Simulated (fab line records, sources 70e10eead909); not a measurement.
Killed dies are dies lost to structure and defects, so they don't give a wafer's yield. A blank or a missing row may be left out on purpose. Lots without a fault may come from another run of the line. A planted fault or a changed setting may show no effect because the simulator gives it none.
Which tool did it? | flow nand_harc | 9 lots, 27 wafers sampled, at 5 steps of a route of 1302

WHAT THE GAUGES READ, wafer by wafer
NHARC_END_WLT_00.
lot  | measured     | on        | VT_DECK2_TOP
L955 | day 24 08:57 | prober-01 | 0.896 0.901 0.897
L956 | day 25 07:29 | prober-02 | 0.899 0.896 0.898
L960 | day 27 04:26 | prober-01 | 0.893 0.899 0.893
L959 | day 27 13:32 | prober-02 | 0.897 0.899 0.891
L968 | day 31 01:32 | prober-01 | 5.964 5.997 6.008 5.993 6.019 5.986
L970 | day 31 09:19 | prober-01 | 6.045 6.000 5.951 5.956 5.977 6.005
L971 | day 31 06:14 | prober-02 | 0.894 0.900 0.893
L973 | day 32 16:22 | prober-01 | 0.895 0.895 0.891
L974 | day 32 19:59 | prober-02 | 0.897 0.897 0.901

WHICH TOOL RAN EACH LOT (tool, then ch and the chambers of the sampled wafers, then the start)
lot  | NHARC_A_CHANNEL_HOLE_D2_ETCH_34               | NHARC_A_CHANNEL_HOLE_D2_ETCH_20  | NHARC_A_CHANNEL_HOLE_D2_ETCH_25  | NHARC_A_CHANNEL_FILL_D2_ALD_02
L955 | rie_diel-09 ch 1,3, day 13 18:14 or earlier   | har_etch-01 ch 0,1, day 13 18:14 | har_etch-01 ch 0,1, day 13 21:02 | ald_hk-01 ch 0,2, day 14 00:02
L956 | rie_diel-04 ch 0,1,3, day 14 11:37 or earlier | har_etch-02 ch 0,1, day 14 11:37 | har_etch-02 ch 0,1, day 14 14:31 | ald_hk-04 ch 0,1,2, day 14 17:23
L960 | rie_diel-08 ch 1,2,3, day 16 03:23 or earlier | har_etch-01 ch 0,1, day 16 03:23 | har_etch-01 ch 0,1, day 16 06:14 | ald_hk-04 ch 2,3, day 16 09:10
L959 | rie_diel-09 ch 0,2,3, day 16 03:55 or earlier | har_etch-02 ch 0,1, day 16 03:55 | har_etch-02 ch 0,1, day 16 06:42 | ald_hk-04 ch 1,2,3, day 16 09:52
L968 | rie_diel-09 ch 1,3, day 19 21:25 or earlier   | har_etch-02 ch 0,1, day 19 21:25 | har_etch-02 ch 0,1, day 20 00:16 | ald_hk-04 ch 0,3, day 20 03:08
L970 | rie_diel-09 ch 1,2,3, day 20 10:36 or earlier | har_etch-02 ch 0,1, day 20 10:36 | har_etch-02 ch 0,1, day 20 13:23 | ald_hk-04 ch 1,2,3, day 20 16:32
L971 | rie_diel-09 ch 0,2,3, day 20 17:37 or earlier | har_etch-02 ch 0,1, day 20 17:37 | har_etch-02 ch 0,1, day 20 20:25 | ald_hk-04 ch 1,2, day 20 23:39
L973 | rie_diel-04 ch 0,1, day 21 21:43 or earlier   | har_etch-02 ch 0,1, day 21 21:43 | har_etch-02 ch 0,1, day 22 00:47 | ald_hk-04 ch 1,2,3, day 22 03:29
L974 | rie_diel-08 ch 0,2, day 21 21:54 or earlier   | har_etch-01 ch 0,1, day 21 21:54 | har_etch-01 ch 0,1, day 22 00:41 | ald_hk-01 ch 1,2, day 22 03:55
- NHARC_A_CHANNEL_HOLE_D2_ETCH_34: etches the open film in CF4/CHF3, target depth 154 nm, time 77 s.
- NHARC_A_CHANNEL_HOLE_D2_ETCH_20: etches the open film in C4F8/O2/Ar, time 361.9 s, target depth 1600 nm.
- NHARC_A_CHANNEL_HOLE_D2_ETCH_25: etches the open film in C4F8/O2/Ar, time 1040.2 s, target depth 1500 nm.
- NHARC_A_CHANNEL_FILL_D2_ALD_02: deposits SiO2, target thk 6 nm, pulse time 10 s, ald cycles 60.

THE ANSWER, worked out from the rows above alone
Rule: what is usual is taken from the lots themselves. Put in order of their means at a reading, lots are off if they are a third of the lots or fewer, leave a main group of 4 or more, and stand apart from it by a gap of 3 or more times the standard deviation of the main group's means; of several such gaps the widest counts. A main group whose means are all the same, to the digits that the tables above print for the reading, isn't used. A lot without any number at a reading at which 4 lots or more have one is off too. The other lots that the step has rows for count as sound.
Off: L968, L970, at NHARC_END_WLT_00 (VT_DECK2_TOP). The main group: mean 0.896, standard deviation 0.0016.
A tool fits if, at a process step before that reading, it ran every lot that is off, and no sound lot after the first of them. The gauges at NHARC_END_WLT_00 are tried like those tools. NHARC_A_CHANNEL_HOLE_D2_ETCH_34 gives no start for some lots, so the hours and the order of its lots are those of NHARC_A_CHANNEL_HOLE_D2_ETCH_20. None of those tried fits.

WHAT THE SIMULATOR HAD PUT IN
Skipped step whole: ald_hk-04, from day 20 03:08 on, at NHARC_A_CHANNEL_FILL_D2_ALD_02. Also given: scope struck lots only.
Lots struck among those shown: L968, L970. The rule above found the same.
